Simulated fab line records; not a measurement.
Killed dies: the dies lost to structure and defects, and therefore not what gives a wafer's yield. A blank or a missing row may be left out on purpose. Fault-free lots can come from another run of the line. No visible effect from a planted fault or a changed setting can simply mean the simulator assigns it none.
Comparing a struck lot with a sound one    flow n5 finfet    16 steps out of a route of 1938
Sound: wafers L727.1, L727.4, L727.5. Struck: wafers L741.4, L741.6. (L741.1 of the same lot was not struck and is left out.) The cause comes at the end.
At each step with rows: each side's tool, then ch and its chambers, then its first start. Under that, the readings that differ: sound wafers    struck wafers    difference of the means    sigmas: that difference in standard deviations of wafers without a fault.
alike: a reading whose means differ by less than 2 such deviations, as well as words and numbers matching on both sides. not compared: withheld readings; readings where some wafer has no value; bounds like >300 that might hide an equal value; numbers whose values overlap and for which the record gives no deviation.
A row with sigmas, a row that says differs or no value, or rows on one side alone: a step with any of these is where the two part. When numbers do not overlap yet have no deviation, they are printed without sigmas and do not part them. Lack of a reading on every wafer of one side parts them only where that side has two or more wafers.

first, 8 steps without rows for these wafers: N5_SD_EPI_P_COAT_34 (time 60 s, resist thk 350 nm); N5_SD_EPI_P_COAT_35 (time 60 s, resist thk 35 nm); N5_SD_EPI_P_COAT_03 (resist thk 150 nm); N5_SD_EPI_P_EBR_05; N5_SD_EPI_P_SOFTBAKE_04 (time 60 s); N5_SD_EPI_P_EXPOSE_06 (exposes mask SD P BLK, target cd 240 nm); N5_SD_EPI_P_PEB_07 (peb time 60 s); N5_SD_EPI_P_DEVELOP_08 (develop time 30 s).
N5_SD_EPI_P_CD_MEAS_09: the cd target is 240 nm.
  sound on cd sem-03 ch 0, day 3 06:31; struck on cd sem-02 ch 0, day 6 20:14
  alike: cd nm
N5_SD_EPI_P_OVL_MEAS_10:
  sound on overlay-02 ch 0, day 3 06:33; struck on overlay-02 ch 0, day 6 20:16
  alike: SD_P_BLK_OVL
N5_SD_EPI_P_INSPECT_11: inspects for defects (macro).
  struck on defect inspect-01, day 6 20:17; sound on defect inspect-02, day 3 06:34
  alike: raw defect count
N5_SD_EPI_P_DESCUM_14: chemistry O2, time 7.9 s.
  sound on rie diel-05 ch 1,3, day 3 06:37; struck on rie diel-05 ch 3, day 6 20:20
  alike: chamber pressure mTorr, drypump motor current A, oes product au, rf vpp V, showerhead plenum p Torr, temp c, throttle valve pct
  not compared: rf hours counter h
N5_SD_EPI_P_ETCH_36: etches SiARC in CF4, target depth 45.5 nm, time 75.8 s.
  sound on rie diel-05 ch 1,3, day 3 06:38; struck on rie diel-05 ch 3, day 6 20:22
reading                sound           struck       difference  sigmas
etch rf on time s (s)  78.1 75.1 78.3  150.3 150.0  +73.0       +46
  alike: chamber pressure mTorr, drypump motor current A, oes product au, rf vpp V, showerhead plenum p Torr, throttle valve pct
  not compared: rf hours counter h
N5_SD_EPI_P_ETCH_37: etches SOC in N2/H2, overetch 108 nm, time 486 s.
  sound on rie diel-05 ch 1,3, day 3 06:42; struck on rie diel-05 ch 3, day 6 20:25
  alike: chamber pressure mTorr, drypump motor current A, n2 flow sccm, oes product au, rf vpp V, showerhead plenum p Torr, temp c, throttle valve pct
  not compared: rf hours counter h
-- here the record skips 4 days between the struck wafers' starts before and after, leaving off in module SD_EPI_P and picking up in module BEOL_M4 (first step shown: number 1111 of the route) --
N5_BEOL_M4_RC_MEAS_101:
  sound on prober-01 ch 0, day 7 21:22; struck on prober-01 ch 0, day 11 04:58
  alike: DIBL_N, DIBL_P, IOFF_N, IOFF_P, ION_N, ION_P, SS_N, SS_P, VT_N, VT_P
next, for these wafers, 1 step has no rows: N5_PASSIVATION_PROBE_49.

## WHERE THEY PART
N5_SD_EPI_P_ETCH_36 only, going by this record. Later steps at which nothing parts them and some readings are alike: N5_SD_EPI_P_ETCH_37, N5_BEOL_M4_RC_MEAS_101.

WHY: whatever the simulator had introduced
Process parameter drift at N5_SD_EPI_P_ETCH_36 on rie diel-05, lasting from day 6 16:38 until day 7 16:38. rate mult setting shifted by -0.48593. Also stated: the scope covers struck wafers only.
